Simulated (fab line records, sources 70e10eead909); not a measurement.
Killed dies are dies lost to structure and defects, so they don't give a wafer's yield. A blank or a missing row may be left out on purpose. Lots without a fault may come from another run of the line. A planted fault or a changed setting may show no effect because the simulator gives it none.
fab line records | flow nand_harc
record lots=12 wafers=36 last_day=25
route steps=1159 shown A_CONTACT@949 A_BLC@977 END@1159
lots that met no fault: from a run of the same line without faults
start_h: hours from the record's first day to the start of the lot's first wafer shown | wait_h: hours since the lot's step before | " the same as in the row above | L1.1+2: a row that stands for several wafers | - no value, or no start given | * or withheld: withheld | < > ~ a bound
route shown NAME@n: a module of which the file shows steps, and the number in the route of the first | usual: mean/standard deviation of fault-free wafers | same: alike in all rows | chamber/n: place in a boat | sites: the reading at each site | _std_site: their standard deviation | _edge_site: outer sites' mean less inner sites' | radius_mm: how far each site lies from the wafer's centre | mask NAME#n: copy n | behind: the tool/chamber that last shaped the wafer | hold: why the lot was held/for how many hours/how that ended | device: the transistor (n, p or np) that didn't switch | end of line: the same wafers' tests at the end of the route | a step without rows: its recipe alone | killed: dies lost to structure and defects at the first sort, not the wafer's yield | map: a wafer's dies, x killed, . not, _ none there
set.NAME: the setting as run; set.NAME@STEP: as run at that earlier step | model.NAME: the simulator's own value behind a step, which no gauge read
steps of the route over a sample of lots; a table a step, a row a wafer
services: from which hour (start_h, from the record's first day; less than 0 if before it) a tool's chamber was out of use, for how many hours, and why
## steps
# step NHARC_A_CONTACT_ETCH_92
# recipe target_depth_a=400 over_etch_frac=0.5 time_s=85.7 ion_energy_ev=120 ch3f_flow_sccm=50 o2_flow_sccm=30 ar_flow_sccm=200 rf_w=500 bias_w=100 chemistry=CH3F/O2
# usual drypump_motor_current_A=5.9/0.41 oes_product_au=0.94/0.033 rf_vpp_V=244.8/1.5 showerhead_plenum_p_Torr=2.49/0.094 throttle_valve_pct=20.663/0.0091
# columns lot.wafer tool chamber start_h wait_h drypump_motor_current_A oes_product_au rf_hours_counter_h rf_vpp_V showerhead_plenum_p_Torr throttle_valve_pct
L623.1 rie_diel-09 3 383.47 0.4 5.1 0.94 42 246.0 2.57 20.669
L623.3 " 1 " " 5.7 0.92 44 244.0 2.47 20.652
L623.6 " 3 " " 5.1 0.93 - 244.6 2.57 20.684
L624.2 rie_diel-09 0 391.67 0.3 6.0 0.92 45 246.5 2.50 20.673
L624.3 " 2 " " 5.8 0.92 47 246.4 2.62 20.667
L624.5 " 1 " " 5.8 0.92 - 244.5 2.47 20.663
L625.2 rie_diel-07 2 402.98 0.4 5.5 0.91 30 241.1 2.31 20.682
L625.4 " 0 " " 6.3 0.91 29 244.7 2.55 20.663
L625.6 " 3 " " 6.0 0.91 - 243.9 2.47 20.662
L627.2 rie_diel-07 1 425.69 0.4 6.2 0.93 2 243.5 2.40 20.646
L627.4 " 2 " " 5.6 0.93 2 242.6 2.31 20.673
L627.5 " 3 " " 6.0 0.92 - 244.9 2.47 20.664
L629.3 rie_diel-07 0 430.63 0.3 6.4 0.93 4 245.6 2.55 20.661
L629.2 " 2 " " 5.6 0.94 4 241.8 2.31 20.649
L629.5 " 0 " " 6.3 0.92 - 245.5 2.55 20.671
L634.4 rie_diel-09 1 467.91 0.3 5.8 0.90 9 243.0 2.46 20.663
L634.2 " 3 " " 5.1 0.95 9 245.7 2.56 20.655
L634.1 " 0 " " 5.9 0.92 8 245.1 2.49 20.663
L636.3 rie_diel-09 2 475.24 0.3 5.7 0.92 12 247.8 2.60 20.658
L636.2 " 1 " " 5.8 0.91 12 243.6 2.46 20.671
L636.5 " 2 " " 5.8 0.92 - 248.3 2.61 20.655
L638.1 rie_diel-09 3 482.90 0.4 5.1 0.94 14 245.3 2.56 20.648
L638.3 " 0 " " 5.9 0.93 13 246.2 2.49 20.675
L638.6 " 2 " " 5.8 0.91 - 248.8 2.60 20.658
L637.2 rie_diel-10 2 487.18 0.4 6.6 1.01 - 247.3 2.61 20.657
L637.4 " 2 " " 6.6 1.00 - 246.4 2.61 20.663
L637.5 " 2 " " 6.6 1.01 - 245.8 2.61 20.674
L643.4 rie_diel-07 3 509.49 0.3 6.0 0.92 19 244.7 2.46 20.666
L643.1 " 1 " " 6.2 0.93 17 243.3 2.40 20.664
L643.2 " 2 " " 5.5 0.96 18 242.3 2.31 20.659
L644.1 rie_diel-07 3 514.04 0.4 6.0 0.92 20 243.6 2.46 20.652
L644.3 " 0 " " 6.3 0.92 16 245.8 2.55 20.655
L644.4 " 2 " " 5.5 0.96 19 243.0 2.31 20.648
L645.2 rie_diel-10 0 527.17 0.4 6.1 0.94 61 242.3 2.40 20.670
L645.6 " 3 " " 5.0 0.92 - 246.1 2.61 20.655
L645.5 " 0 " " 6.1 0.93 - 244.5 2.40 20.662
# step NHARC_A_CONTACT_CD_MEAS_15
# usual cd_nm=89.9/0.61
# columns lot.wafer tool chamber start_h wait_h cd_nm
L623.1 cd_sem-01 - 383.73 - 89.6
L623.3 " - " " 90.1
L623.6 " - " " 90.0
L624.2 cd_sem-02 - 391.90 - 89.3
L624.3 " - " " 89.8
L624.5 " - " " 89.2
L625.2 cd_sem-03 - 403.21 - 90.8
L625.4 " - " " 89.5
L625.6 " - " " 90.7
L627.2 cd_sem-01 - 425.89 - 90.1
L627.4 " - " " 89.6
L627.5 " - " " 89.6
L629.2 cd_sem-01 - 430.83 - 89.9
L629.3 " - " " 89.7
L629.5 " - " " 89.6
L634.1 cd_sem-01 - 468.24 - 90.0
L634.2 " - " " 90.0
L634.4 " - " " 90.6
L636.2 cd_sem-03 - 475.46 - 90.2
L636.3 " - " " 90.5
L636.5 " - " " 89.8
L638.1 cd_sem-03 - 483.10 - 89.2
L638.3 " - " " 90.5
L638.6 " - " " 89.9
L637.2 cd_sem-01 - 487.70 0.1 89.7
L637.4 " - " " 89.6
L637.5 " - " " 89.1
L643.1 cd_sem-01 - 509.71 - 90.2
L643.2 " - " " 89.7
L643.4 " - " " 89.5
L644.1 cd_sem-03 - 514.27 - 89.8
L644.3 " - " " 90.2
L644.4 " - " " 90.3
L645.2 cd_sem-01 - 527.38 - 88.6
L645.5 " - " " 88.8
L645.6 " - " " 90.8
# step NHARC_A_BLC_DESCUM_15
# recipe time_s=3 o2_flow_sccm=200 ar_flow_sccm=0 bias_power_w=0 chemistry=O2
# usual drypump_motor_current_A=5.8/0.48 oes_product_au=1.004/0.011 rf_vpp_V=57.6/0.9 showerhead_plenum_p_Torr=1.88/0.079 throttle_valve_pct=11.311/0.0088
# columns lot.wafer tool chamber start_h wait_h drypump_motor_current_A oes_product_au rf_hours_counter_h rf_vpp_V showerhead_plenum_p_Torr throttle_valve_pct
L623.3 rie_diel-08 0 397.51 0.1 6.4 1.006 9 56.9 2.00 11.303
L623.1 " 2 " " 5.2 0.997 9 55.8 1.80 11.315
L623.6 " 0 " " 6.4 0.995 - 57.7 2.00 11.337
L624.3 rie_diel-08 1 402.77 0.1 6.2 1.003 9 58.6 1.89 11.328
L624.2 " 3 " " 5.4 1.005 10 57.0 1.84 11.312
L624.5 " 0 " " 6.4 0.999 - 57.4 2.00 11.316
L625.2 rie_diel-03 2 410.84 0.1 5.8 1.017 1 56.3 1.82 11.324
L625.4 " 2 " " 5.8 1.019 - 57.4 1.82 11.324
L625.6 " 0 " " 6.2 0.988 - 58.4 1.85 11.308
L627.2 rie_diel-08 0 432.68 0.1 6.4 0.999 13 56.3 2.00 11.313
L627.4 " 2 " " 5.2 1.001 12 57.7 1.80 11.315
L627.5 " 3 " " 5.4 1.016 - 57.3 1.84 11.303
L629.2 rie_diel-03 0 433.96 0.1 6.1 0.989 4 58.3 1.85 11.313
L629.3 " 3 " " 5.0 0.992 3 58.4 1.92 11.316
L629.5 " 0 " " 6.1 0.993 - 57.2 1.85 11.301
L634.2 rie_diel-03 2 471.40 0.1 5.8 1.016 7 54.9 1.82 11.304
L634.1 " 0 " " 6.1 1.002 6 57.0 1.85 11.315
L634.4 " 1 " " 5.7 1.009 6 56.8 1.78 11.305
L636.2 rie_diel-03 1 480.53 0.1 5.7 0.997 8 58.9 1.78 11.312
L636.3 " 0 " " 6.1 1.005 8 59.0 1.84 11.309
L636.5 " 2 " " 5.8 1.002 - 56.0 1.82 11.321
L638.1 rie_diel-08 2 495.86 0.1 5.2 1.006 0 58.2 1.80 11.327
L638.3 " 0 " " 6.4 1.015 0 57.6 2.00 11.304
L638.6 " 1 " " 6.2 0.998 - 58.2 1.89 11.300
L637.2 rie_diel-01 1 506.97 0.1 5.7 0.975 1 57.7 1.95 11.304
L637.4 " 2 " " 6.2 1.003 1 58.7 2.08 11.309
L637.5 " 1 " " 5.7 0.990 - 57.6 1.95 11.310
L643.1 rie_diel-08 3 513.53 0.1 5.4 1.003 2 56.7 1.84 11.300
L643.2 " 0 " " 6.4 1.017 2 57.8 2.00 11.311
L643.4 " 2 " " 5.2 1.017 2 56.9 1.80 11.301
L644.3 rie_diel-01 2 520.59 0.1 6.2 1.014 4 58.3 2.08 11.309
L644.1 " 3 " " 5.6 1.027 5 58.1 1.96 11.324
L644.4 " 1 " " 5.7 0.991 5 59.4 1.95 11.310
L645.2 rie_diel-08 1 531.39 0.1 6.2 1.000 4 57.3 1.89 11.320
L645.6 " 3 " " 5.4 0.984 - 58.1 1.83 11.308
L645.5 " 0 " " 6.4 1.021 - 59.0 2.00 11.317
# step NHARC_A_BLC_ETCH_17
# recipe target_depth_a=3900 over_etch_frac=0.25 time_s=609.38 ion_energy_ev=200 n2_flow_sccm=150 h2_flow_sccm=150 ar_flow_sccm=0 rf_w=400 bias_w=150 chemistry=N2/H2
# usual drypump_motor_current_A=5.7/0.51 oes_product_au=1.004/0.01 rf_vpp_V=429.5/2.4 showerhead_plenum_p_Torr=2.00/0.083 throttle_valve_pct=14.170/0.0096
# columns lot.wafer tool chamber start_h wait_h drypump_motor_current_A oes_product_au rf_hours_counter_h rf_vpp_V showerhead_plenum_p_Torr throttle_valve_pct
L623.1 rie_diel-08 0 397.73 - 6.4 0.992 9 433.0 2.14 14.189
L623.3 " 2 " " 5.2 0.992 9 427.8 1.92 14.159
L623.6 " 3 " " 5.4 1.000 - 428.9 1.96 14.181
L624.2 rie_diel-08 0 402.93 - 6.4 1.011 10 432.6 2.14 14.168
L624.3 " 1 " " 6.2 0.997 9 428.4 2.02 14.166
L624.5 " 0 " " 6.4 0.999 - 431.8 2.14 14.177
L625.2 rie_diel-03 0 411.15 - 6.2 0.999 1 429.1 1.97 14.164
L625.4 " 1 " " 5.7 1.002 - 427.0 1.90 14.176
L625.6 " 0 " " 6.1 0.996 - 427.9 1.97 14.175
L627.2 rie_diel-08 1 432.93 - 6.2 1.009 12 429.7 2.01 14.173
L627.4 " 2 " " 5.2 0.997 13 428.9 1.92 14.170
L627.5 " 3 " " 5.4 1.006 - 427.8 1.96 14.159
L629.3 rie_diel-03 3 434.18 - 5.0 0.983 3 429.6 2.04 14.175
L629.2 " 1 " " 5.7 1.003 4 426.7 1.90 14.158
L629.5 " 3 " " 4.9 0.993 - 430.4 2.04 14.167
L634.1 rie_diel-03 3 471.57 - 4.9 1.001 6 430.0 2.04 14.163
L634.2 " 0 " " 6.1 0.857 6 430.3 1.97 14.166
L634.4 " 2 " " 5.8 0.870 7 426.5 1.94 14.144
L636.3 rie_diel-03 0 480.78 - 6.1 1.007 8 430.2 1.96 14.168
L636.2 " 2 " " 5.8 0.874 8 427.9 1.94 14.169
L636.5 " 3 " " 5.0 1.001 - 432.6 2.04 14.160
L638.3 rie_diel-08 0 496.24 - 6.4 1.021 0 432.8 2.13 14.168
L638.1 " 2 " " 5.2 1.010 0 426.1 1.91 14.174
L638.6 " 3 " " 5.4 1.002 - 429.4 1.95 14.183
L637.2 rie_diel-01 2 507.18 - 6.3 1.008 1 436.1 2.22 14.158
L637.4 " 3 " " 5.7 1.007 1 431.6 2.09 14.177
L637.5 " 3 " " 5.7 1.020 - 431.3 2.09 14.182
L643.2 rie_diel-08 3 513.75 - 5.4 0.983 2 429.0 1.95 14.158
L643.1 " 0 " " 6.4 1.009 2 432.3 2.13 14.168
L643.4 " 1 " " 6.2 1.016 3 428.3 2.01 14.164
L644.1 rie_diel-01 0 520.77 - 5.2 0.995 5 431.6 2.10 14.151
L644.4 " 1 " " 5.7 0.981 5 430.9 2.08 14.171
L644.3 " 3 " " 5.7 1.023 5 431.7 2.09 14.179
L645.2 rie_diel-08 3 531.68 - 5.4 0.985 3 427.1 1.95 14.193
L645.6 " 0 " " 6.4 1.021 - 433.4 2.13 14.187
L645.5 " 1 " " 6.2 1.007 - 430.5 2.01 14.164
# step NHARC_END_SORT_01
# recipe temp_c=25
# usual killed_at_array=30/10 killed_at_other=0.5/0.82 killed_at_periphery=2.9/2 killed_dies=34/11 killed_open=3.2/1.8 killed_short=2.0/1.4
# same gross_dies=677
# columns lot.wafer tool chamber start_h wait_h killed_at_array killed_at_other killed_at_periphery killed_dies killed_open killed_short
L623.1 prober-01 0 450.54 2.5 32 0 2 34 1 2
L623.3 prober-01 0 452.17 3.1 31 0 2 33 2 4
L623.6 prober-01 0 454.61 4.1 29 0 3 32 2 5
L624.2 prober-01 0 459.27 2.8 26 0 1 27 4 2
L624.3 prober-01 0 460.06 3.1 22 2 1 25 1 1
L624.5 prober-01 0 461.64 3.7 24 1 1 26 4 2
L625.2 prober-02 0 466.84 2.8 14 0 0 14 6 0
L625.4 prober-02 0 468.42 3.4 18 0 2 20 4 1
L625.6 prober-02 0 470.01 4.0 10 0 1 11 4 1
L627.2 prober-01 0 474.89 2.8 29 0 3 32 4 1
L627.4 prober-01 0 476.48 3.4 30 0 2 32 2 3
L627.5 prober-01 0 477.28 3.7 18 0 3 21 1 0
L629.2 prober-01 0 482.63 2.8 25 1 4 30 4 2
L629.3 prober-01 0 483.42 3.1 27 5 11 43 5 1
L629.5 prober-01 0 485.01 3.7 24 1 10 35 3 0
L634.1 prober-01 0 515.96 2.5 34 1 3 38 6 4
L634.2 prober-01 0 516.73 2.8 539 0 4 543 4 2
L634.4 prober-01 0 518.28 3.3 600 0 8 608 5 1
L636.2 prober-02 0 544.82 2.8 611 0 3 614 1 1
L636.3 prober-02 0 545.63 3.1 39 1 0 40 0 3
L636.5 prober-02 0 547.26 3.7 45 0 3 48 4 2
L638.1 prober-02 0 551.89 2.5 42 0 3 45 8 1
L638.3 prober-02 0 553.48 3.1 34 0 3 37 2 4
L638.6 prober-02 0 555.87 4.0 25 2 4 31 3 2
L637.2 prober-01 0 559.39 2.8 39 1 4 44 8 1
L637.4 prober-01 0 560.96 3.3 36 0 1 37 2 3
L637.5 prober-01 0 561.75 3.6 35 0 2 37 2 4
L643.1 prober-01 0 574.19 2.5 29 1 1 31 4 4
L643.2 prober-01 0 574.99 2.8 15 1 3 19 3 1
L643.4 prober-01 0 576.59 3.4 28 0 5 33 1 1
L644.1 prober-02 0 575.30 2.5 50 0 2 52 1 0
L644.3 prober-02 0 576.92 3.1 41 0 1 42 1 2
L644.4 prober-02 0 577.73 3.4 49 1 3 53 5 2
L645.2 prober-02 0 591.84 2.8 33 0 3 36 3 2
L645.5 prober-02 0 594.23 3.7 40 0 0 40 2 2
L645.6 prober-02 0 595.03 4.0 40 1 0 41 1 2
# killed by level:class
L623.1 A_SLIT:chamber_film_flake=15 A_CHANNEL_HOLE_D1:chamber_film_flake=10 A_STAIRCASE:chamber_film_flake=4 A_CHANNEL_FILL_D1:geometric_particle:short=1 P_M1:geometric_particle:short=1 A_WL_FILL:geometric_particle:open=1 P_BONDPAD:chamber_film_flake=1 A_CONTACT:chamber_film_flake=1
L623.3 A_SLIT:chamber_film_flake=12 A_CHANNEL_HOLE_D1:chamber_film_flake=8 A_STAIRCASE:chamber_film_flake=3 A_CHANNEL_FILL_D1:geometric_particle:short=2 A_CONTACT:chamber_film_flake=2 P_M0:geometric_particle:short=1 A_WL_FILL:geometric_particle:short=1 A_BLC:geometric_particle:open=1
L623.6 A_SLIT:chamber_film_flake=13 A_CHANNEL_HOLE_D1:chamber_film_flake=10 A_ONON_D1:geometric_particle:short=3 P_CONTACT:geometric_particle:open=1 P_CONTACT:geometric_particle:short=1 A_WL_FILL:geometric_particle:short=1 A_CONTACT:geometric_particle:open=1 P_BONDPAD:chamber_film_flake=1
L624.2 A_SLIT:chamber_film_flake=13 A_M1:geometric_particle:open=3 A_CONTACT:chamber_film_flake=3 A_CHANNEL_FILL_D1:chamber_film_flake=2 A_STAIRCASE:chamber_film_flake=2 P_CONTACT:geometric_particle:short=1 A_CHANNEL_FILL_D1:geometric_particle:short=1 A_CONTACT:geometric_particle:open=1
L624.3 A_SLIT:chamber_film_flake=12 A_SGD_CUT:chamber_film_flake=3 A_CONTACT:chamber_film_flake=3 P_GATE:geometric_particle:short=1 A_CHANNEL_HOLE_D1:chamber_film_flake=1 STARTING-WAFER:geometric_particle:open=1 A_CHANNEL_FILL_D1:chamber_film_flake=1 A_STAIRCASE:chamber_film_flake=1
L624.5 A_SLIT:chamber_film_flake=10 A_CHANNEL_FILL_D1:geometric_particle:short=2 A_M0:geometric_particle:open=2 A_CHANNEL_HOLE_D1:chamber_film_flake=2 A_CONTACT:chamber_film_flake=2 A_CHANNEL_FILL_D1:geometric_particle:open=1 A_CONTACT:geometric_particle:open=1 P_STI:chamber_film_flake=1
L625.2 A_CHANNEL_HOLE_D1:chamber_film_flake=3 A_CHANNEL_FILL_D1:chamber_film_flake=3 A_CONTACT:geometric_particle:open=2 A_M1:geometric_particle:open=2 A_STAIRCASE:chamber_film_flake=2 A_ONON_D1:geometric_particle:open=1 A_M0:geometric_particle:open=1
L625.4 A_CHANNEL_HOLE_D1:chamber_film_flake=6 A_M0:geometric_particle:open=2 A_STAIRCASE:chamber_film_flake=2 A_SGD_CUT:geometric_particle:short=1 A_WL_FILL:geometric_particle:open=1 A_CONTACT:geometric_particle:open=1 P_ZERO_WELL:chamber_film_flake=1 P_M2:chamber_film_flake=1
L625.6 A_STAIRCASE:chamber_film_flake=3 A_CONTACT:geometric_particle:open=2 A_CHANNEL_HOLE_D1:chamber_film_flake=2 P_STI:geometric_particle:short=1 A_CHANNEL_HOLE_D1:geometric_particle:open=1 A_CHANNEL_FILL_D1:geometric_particle:open=1 A_SLIT:chamber_film_flake=1
L627.2 A_STAIRCASE:chamber_film_flake=11 A_CHANNEL_HOLE_D1:chamber_film_flake=8 A_CONTACT:chamber_film_flake=3 A_CHANNEL_FILL_D1:geometric_particle:open=2 A_CONTACT:geometric_particle:open=2 A_CHANNEL_FILL_D1:chamber_film_flake=2 A_ONON_D1:geometric_particle:short=1 P_ZERO_WELL:chamber_film_flake=1
L627.4 A_STAIRCASE:chamber_film_flake=9 A_CONTACT:chamber_film_flake=7 A_CHANNEL_FILL_D1:chamber_film_flake=3 A_SGD_CUT:chamber_film_flake=3 A_CONTACT:geometric_particle:open=2 P_M0:chamber_film_flake=2 A_CHANNEL_HOLE_D1:chamber_film_flake=2 A_ONON_D1:geometric_particle:short=1
L627.5 A_CHANNEL_HOLE_D1:chamber_film_flake=7 A_STAIRCASE:chamber_film_flake=5 A_CONTACT:chamber_film_flake=4 P_M0:chamber_film_flake=2 P_M0:geometric_particle:open=1 A_ZERO_WELL:chamber_film_flake=1 A_CHANNEL_FILL_D1:chamber_film_flake=1
L629.2 A_CONTACT:chamber_film_flake=11 A_CHANNEL_HOLE_D1:chamber_film_flake=4 P_CONTACT:chamber_film_flake=3 A_STAIRCASE:chamber_film_flake=3 A_CHANNEL_HOLE_D1:geometric_particle:open=1 A_CHANNEL_FILL_D1:geometric_particle:short=1 A_WL_FILL:geometric_particle:open=1 A_CONTACT:geometric_particle:short=1
L629.3 A_CONTACT:chamber_film_flake=13 P_CONTACT:chamber_film_flake=8 A_WL_FILL:chamber_film_flake=4 THIN_TSV:chamber_film_flake=4 A_CHANNEL_HOLE_D1:chamber_film_flake=3 P_M0:geometric_particle:open=2 A_CONTACT:geometric_particle:open=2 A_STAIRCASE:chamber_film_flake=2
L629.5 A_CONTACT:chamber_film_flake=12 P_CONTACT:chamber_film_flake=6 A_CHANNEL_HOLE_D1:chamber_film_flake=4 A_STAIRCASE:chamber_film_flake=3 A_SGD_CUT:chamber_film_flake=2 A_WL_FILL:chamber_film_flake=2 P_CONTACT:geometric_particle:open=1 P_M0:geometric_particle:open=1
L634.1 A_CHANNEL_HOLE_D1:chamber_film_flake=19 A_CONTACT:chamber_film_flake=3 A_CHANNEL_FILL_D1:geometric_particle:short=2 A_CONTACT:geometric_particle:open=2 P_STI:geometric_particle:open=1 P_CONTACT:geometric_particle:open=1 A_SOURCE_PLATE:geometric_particle:short=1 A_ONON_D1:geometric_particle:open=1
L634.2 A_BLC:area_etch=508 A_CHANNEL_HOLE_D1:chamber_film_flake=17 A_CONTACT:chamber_film_flake=5 P_M1:chamber_film_flake=2 A_CHANNEL_FILL_D1:chamber_film_flake=2 A_STAIRCASE:chamber_film_flake=2 P_GATE:geometric_particle:short=1 A_ONON_D1:geometric_particle:open=1
L634.4 A_BLC:area_etch=572 A_CHANNEL_HOLE_D1:chamber_film_flake=17 A_CONTACT:chamber_film_flake=5 P_GATE:geometric_particle:open=2 P_GATE:chamber_film_flake=2 A_CHANNEL_FILL_D1:chamber_film_flake=2 A_STAIRCASE:chamber_film_flake=2 P_M0:geometric_particle:open=1
L636.2 A_BLC:area_etch=571 A_CHANNEL_HOLE_D1:chamber_film_flake=14 A_SLIT:chamber_film_flake=13 A_STAIRCASE:chamber_film_flake=5 A_CONTACT:chamber_film_flake=5 P_GATE:chamber_film_flake=2 A_SGD_CUT:geometric_particle:short=1 A_WL_FILL:geometric_particle:open=1
L636.3 A_CHANNEL_HOLE_D1:chamber_film_flake=12 A_SLIT:chamber_film_flake=11 A_STAIRCASE:chamber_film_flake=8 A_CONTACT:chamber_film_flake=3 A_ONON_D1:geometric_particle:short=1 A_CHANNEL_HOLE_D1:geometric_particle:short=1 A_SGD_CUT:geometric_particle:short=1 A_WL_FILL:chamber_film_flake=1
L636.5 A_SLIT:chamber_film_flake=17 A_CHANNEL_HOLE_D1:chamber_film_flake=16 A_STAIRCASE:chamber_film_flake=4 A_CONTACT:chamber_film_flake=3 P_CONTACT:geometric_particle:short=1 P_M0:geometric_particle:open=1 A_SOURCE_PLATE:geometric_particle:open=1 A_SOURCE_PLATE:geometric_particle:short=1
L638.1 A_SLIT:chamber_film_flake=14 A_CHANNEL_HOLE_D1:chamber_film_flake=12 A_CONTACT:chamber_film_flake=3 A_BLC:chamber_film_flake=3 A_ONON_D1:geometric_particle:open=2 P_M2:geometric_particle:open=1 A_SOURCE_PLATE:geometric_particle:open=1 A_ONON_D1:geometric_particle:short=1
L638.3 A_SLIT:chamber_film_flake=15 A_CHANNEL_HOLE_D1:chamber_film_flake=5 A_CONTACT:chamber_film_flake=4 A_BLC:chamber_film_flake=4 A_WL_FILL:geometric_particle:short=2 P_M0:geometric_particle:short=1 A_ONON_D1:geometric_particle:short=1 A_CONTACT:geometric_particle:open=1
L638.6 A_SLIT:chamber_film_flake=14 A_CHANNEL_HOLE_D1:chamber_film_flake=4 A_STAIRCASE:chamber_film_flake=3 P_CONTACT:geometric_particle:open=1 P_M0:geometric_particle:short=1 A_SOURCE_PLATE:geometric_particle:open=1 A_CHANNEL_FILL_D1:geometric_particle:short=1 A_M0:geometric_particle:open=1
L637.2 A_SLIT:chamber_film_flake=15 A_STAIRCASE:chamber_film_flake=10 A_CHANNEL_HOLE_D1:chamber_film_flake=5 A_CONTACT:geometric_particle:open=3 P_M0:geometric_particle:open=2 A_CONTACT:chamber_film_flake=2 P_M1:geometric_particle:open=1 A_WL_FILL:geometric_particle:open=1
L637.4 A_SLIT:chamber_film_flake=15 A_STAIRCASE:chamber_film_flake=7 A_CHANNEL_HOLE_D1:chamber_film_flake=5 A_CHANNEL_FILL_D1:chamber_film_flake=2 A_CONTACT:chamber_film_flake=2 P_M0:geometric_particle:open=1 A_SOURCE_PLATE:geometric_particle:short=1 A_CHANNEL_FILL_D1:geometric_particle:short=1
L637.5 A_SLIT:chamber_film_flake=11 A_STAIRCASE:chamber_film_flake=11 A_CHANNEL_HOLE_D1:chamber_film_flake=4 A_CHANNEL_FILL_D1:chamber_film_flake=2 P_M0:geometric_particle:short=1 A_WL_FILL:geometric_particle:short=1 A_WL_FILL:geometric_particle:open=1 A_CONTACT:geometric_particle:open=1
L643.1 A_CHANNEL_HOLE_D1:chamber_film_flake=12 A_CONTACT:chamber_film_flake=7 A_SGD_CUT:geometric_particle:short=2 A_CHANNEL_HOLE_D1:geometric_particle:open=1 A_CHANNEL_FILL_D1:geometric_particle:open=1 A_WL_FILL:geometric_particle:short=1 A_CONTACT:geometric_particle:open=1 A_CONTACT:geometric_particle:short=1
L643.2 A_CHANNEL_HOLE_D1:chamber_film_flake=7 A_CONTACT:chamber_film_flake=3 A_STAIRCASE:chamber_film_flake=2 P_CONTACT:geometric_particle:open=1 A_CHANNEL_HOLE_D1:geometric_particle:short=1 A_CHANNEL_FILL_D1:geometric_particle:open=1 A_CONTACT:geometric_particle:open=1 P_GATE:chamber_film_flake=1
L644.1 A_SLIT:chamber_film_flake=17 A_CHANNEL_HOLE_D1:chamber_film_flake=17 A_WL_FILL:chamber_film_flake=5 A_STAIRCASE:chamber_film_flake=4 A_CONTACT:chamber_film_flake=4 A_M1:chamber_film_flake=2 A_CHANNEL_HOLE_D1:geometric_particle:open=1 P_ZERO_WELL:chamber_film_flake=1
L643.4 A_CHANNEL_HOLE_D1:chamber_film_flake=21 A_M0:chamber_film_flake=4 P_CONTACT:chamber_film_flake=2 P_GATE:geometric_particle:open=1 A_WL_FILL:geometric_particle:short=1 P_GATE:chamber_film_flake=1 P_M2:chamber_film_flake=1 A_CONTACT:chamber_film_flake=1
L644.3 A_SLIT:chamber_film_flake=14 A_CHANNEL_HOLE_D1:chamber_film_flake=13 A_WL_FILL:chamber_film_flake=4 A_CONTACT:chamber_film_flake=4 A_STAIRCASE:chamber_film_flake=2 A_SOURCE_PLATE:geometric_particle:open=1 A_CONTACT:geometric_particle:short=1 A_M0:geometric_particle:short=1
L644.4 A_SLIT:chamber_film_flake=19 A_CHANNEL_HOLE_D1:chamber_film_flake=16 A_STAIRCASE:chamber_film_flake=6 A_CONTACT:chamber_film_flake=2 P_CONTACT:geometric_particle:open=1 A_ONON_D1:geometric_particle:open=1 A_ONON_D1:geometric_particle:short=1 A_CHANNEL_FILL_D1:geometric_particle:open=1
L645.2 A_SLIT:chamber_film_flake=11 A_CHANNEL_HOLE_D1:chamber_film_flake=10 A_CONTACT:chamber_film_flake=8 P_CONTACT:geometric_particle:short=1 P_M1:geometric_particle:open=1 A_SGD_CUT:geometric_particle:open=1 A_WL_FILL:geometric_particle:short=1 A_CONTACT:geometric_particle:open=1
L645.5 A_SLIT:chamber_film_flake=18 A_CHANNEL_HOLE_D1:chamber_film_flake=7 A_CONTACT:chamber_film_flake=7 A_WL_FILL:chamber_film_flake=3 A_SGD_CUT:geometric_particle:short=2 A_CHANNEL_FILL_D1:geometric_particle:open=1 A_M0:geometric_particle:open=1 A_BONDPAD:chamber_film_flake=1
L645.6 A_SLIT:chamber_film_flake=17 A_CHANNEL_HOLE_D1:chamber_film_flake=10 A_CONTACT:chamber_film_flake=7 A_WL_FILL:chamber_film_flake=4 A_ONON_D1:geometric_particle:open=1 A_SGD_CUT:geometric_particle:short=1 THIN_TSV:geometric_particle:short=1
## services
# columns tool chamber start_h hours kind
rie_diel-08 0 367.27 - clean
rie_diel-08 1 367.27 - clean
rie_diel-03 0 371.77 9.1 repair
rie_diel-03 - 392.30 9.0 pm
rie_diel-07 0 399.53 2.7 repair
rie_diel-08 3 403.36 9.2 repair
rie_diel-07 - 405.22 9.0 pm
rie_diel-03 3 405.50 7.8 repair
rie_diel-01 0 424.39 18.5 repair
rie_diel-09 - 431.35 9.0 pm
rie_diel-07 1 431.74 1.5 repair
rie_diel-03 - 453.29 2.3 repair
rie_diel-01 1 458.70 6.9 repair
rie_diel-10 3 460.06 4.1 repair
rie_diel-08 3 471.99 20.8 repair
rie_diel-03 2 474.60 5.8 repair
rie_diel-03 3 475.31 5.4 repair
rie_diel-10 3 479.12 10.5 repair
rie_diel-10 0 485.28 9.0 repair
rie_diel-08 - 486.27 9.0 pm
rie_diel-01 - 493.18 9.0 pm
rie_diel-03 0 504.98 25.0 repair
rie_diel-03 2 510.06 6.7 repair
rie_diel-10 - 531.09 9.0 pm
## key
first_sign step=NHARC_A_BLC_ETCH_17 reading=oes_product_au direction=down sigmas=13 usual=1.004 struck=0.867
effect step=NHARC_END_SORT_01 reading=killed_at_array direction=up sigmas=53 usual=30 struck=583
more_kills_born_at NHARC_A_BLC_ETCH_17@rie_diel-03=1651
met_at NHARC_A_BLC_ETCH_17
struck_lots L634,L636
struck_wafers L634.2,L634.4,L636.2
later_rows_left_out L634.2,L634.4,L636.2
tester_left_out L634,L636
not_acting_at NHARC_A_CONTACT_ETCH_92,NHARC_A_CONTACT_CD_MEAS_15,NHARC_A_BLC_DESCUM_15
onset_between 434.18 471.57
fault kind=process_parameter_drift tool=rie_diel-03 chamber=- onset_h=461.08 steps=NHARC_A_BLC_ETCH_17 channel=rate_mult offset=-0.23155 shape=step end_h=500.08 scope=struck_wafers_only
# tester_left_out: of these lots the tester's yield and bins aren't shown, on N5 and GAA mostly nor the transistor test; their killed dies are dies lost to structure and defects alone, not to doping, threshold or leakage, so they don't give the yield
# later_rows_left_out: the simulator's readings of these wafers behind a module that went badly wrong aren't trusted and aren't shown, but for the sort
